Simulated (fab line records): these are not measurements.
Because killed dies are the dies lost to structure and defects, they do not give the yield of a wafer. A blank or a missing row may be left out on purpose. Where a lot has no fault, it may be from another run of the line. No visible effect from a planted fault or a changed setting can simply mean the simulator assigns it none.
Struck lot and sound lot, side by side :: flow nandHarc :: 38 out of 1159 route steps
Sound: wafers L118.3, L118.5, L118.6. Struck: wafers L107.3, L107.6 (left out: L107.2, a lot-mate that was not struck); the cause follows at the end.
Each step with rows lists, per side, the tool, then ch with its chambers, then its first start. Under that, the readings that differ: sound wafers :: struck wafers :: difference of the means :: sigmas: that difference in standard deviations of wafers without a fault.
alike: a reading whose means differ by less than 2 such deviations, as well as words and numbers matching on both sides. not compared: withheld readings; readings where some wafer has no value; bounds like >300 that might hide an equal value; numbers whose values overlap and for which the record gives no deviation.
A row with sigmas, a row that says differs or no value, or rows on one side alone: a step with any of these is where the two part. Numbers that don't overlap but have no deviation are shown without sigmas and don't part them. Lack of a reading on every wafer of one side parts them only where that side has two or more wafers.

first, 11 steps without rows for these wafers: NHARC_A_CONTACT_ETCH_131 (etches the open film in C4F8/O2/Ar, time 155 s, target depth 956 nm); NHARC_A_CONTACT_ETCH_132 (etches the open film in C4F8/O2/Ar, time 156 s, target depth 958 nm); NHARC_A_CONTACT_ETCH_133 (etches the open film in C4F8/O2/Ar, time 195 s, target depth 840 nm); NHARC_A_CONTACT_ETCH_91 (etches the open film in CH3F/O2, target depth 40 nm, time 85.7 s); NHARC_A_CONTACT_ETCH_97 (etches the open film in C4F6/O2, target depth 20 nm, time 10 s); NHARC_A_CONTACT_STRIP_103 (strips in N2/H2); NHARC_A_CONTACT_STRIP_104 (strips in CF4/CHF3); NHARC_A_CONTACT_STRIP_105 (strips in O2/COS); NHARC_A_CONTACT_ETCH_106 (etches the open film in CF4/O2, target depth 60 nm, overetch 6 nm, time 33 s); NHARC_A_CONTACT_STRIP_82 (strips in O2); NHARC_A_CONTACT_STRIP_83 (strips in post etch residue remover, time 600 s).
NHARC_A_CONTACT_DEP_84: deposits aC, target thk 2000 nm.
  sound on aclDep-03 ch 0, day 23 02:05; struck on aclDep-02 ch 0, day 20 09:34
  alike: throttleValvePct
then, 25 steps without rows for these wafers: NHARC_A_CONTACT_DEP_85 (deposits SiON, target thk 50 nm); NHARC_A_CONTACT_DEHYDRATE_00 (time 120 s); NHARC_A_CONTACT_HMDS_01 (time 30 s); NHARC_A_CONTACT_COAT_86 (time 75 s); NHARC_A_CONTACT_COAT_87 (time 65 s); NHARC_A_CONTACT_COAT_02 (resist thk 90 nm); NHARC_A_CONTACT_SOFTBAKE_03 (time 55 s); NHARC_A_CONTACT_EBR_04; NHARC_A_CONTACT_EXPOSE_05 (exposes mask A CC); NHARC_A_CONTACT_PEB_06 (peb time 65 s); NHARC_A_CONTACT_DEVELOP_07 (develop time 35 s); NHARC_A_CONTACT_DESCUM_13 (chemistry O2, time 3 s); NHARC_A_CONTACT_ETCH_88 (etches the open film in CF4, target depth 39 nm, time 65 s); NHARC_A_CONTACT_ETCH_89 (etches the open film in N2/H2, target depth 260 nm, time 475.3 s); NHARC_A_CONTACT_ETCH_30 (etches the open film in CF4/CHF3, target depth 60.5 nm, time 30.2 s); NHARC_A_CONTACT_ETCH_31 (etches the open film in O2/COS, target depth 2000 nm, time 520 s); NHARC_A_CONTACT_ETCH_134 (etches the open film in C4F8/O2/Ar, time 140 s, target depth 700 nm); NHARC_A_CONTACT_ETCH_135 (etches the open film in C4F8/O2/Ar, time 132 s, target depth 1287 nm); NHARC_A_CONTACT_ETCH_136 (etches the open film in C4F8/O2/Ar, time 132 s, target depth 1287 nm); NHARC_A_CONTACT_ETCH_137 (etches the open film in C4F8/O2/Ar, time 132 s, target depth 1287 nm); NHARC_A_CONTACT_ETCH_138 (etches the open film in C4F8/O2/Ar, time 132 s, target depth 1289 nm); NHARC_A_CONTACT_ETCH_139 (etches the open film in C4F8/O2/Ar, time 137 s, target depth 590 nm); NHARC_A_CONTACT_ETCH_92 (etches the open film in CH3F/O2, target depth 40 nm, time 85.7 s); NHARC_A_CONTACT_ETCH_98 (etches the open film in C4F6/O2, target depth 20 nm, time 10 s); NHARC_A_CONTACT_STRIP_107 (strips in N2/H2).
-- record jumps: 3 days between struck wafers' starts before vs after; left off in module A_CONTACT, resumes in module END, first step shown is number 1159 of the route --
NHARC_END_SORT_01:
  at this point the record logs the struck wafers (prober-01 ch 0, day 22 23:25) and has no rows for the sound ones

## WHERE THEY PART
Within this record, at NHARC_END_SORT_01 only.

WHY: the cause the simulator had injected
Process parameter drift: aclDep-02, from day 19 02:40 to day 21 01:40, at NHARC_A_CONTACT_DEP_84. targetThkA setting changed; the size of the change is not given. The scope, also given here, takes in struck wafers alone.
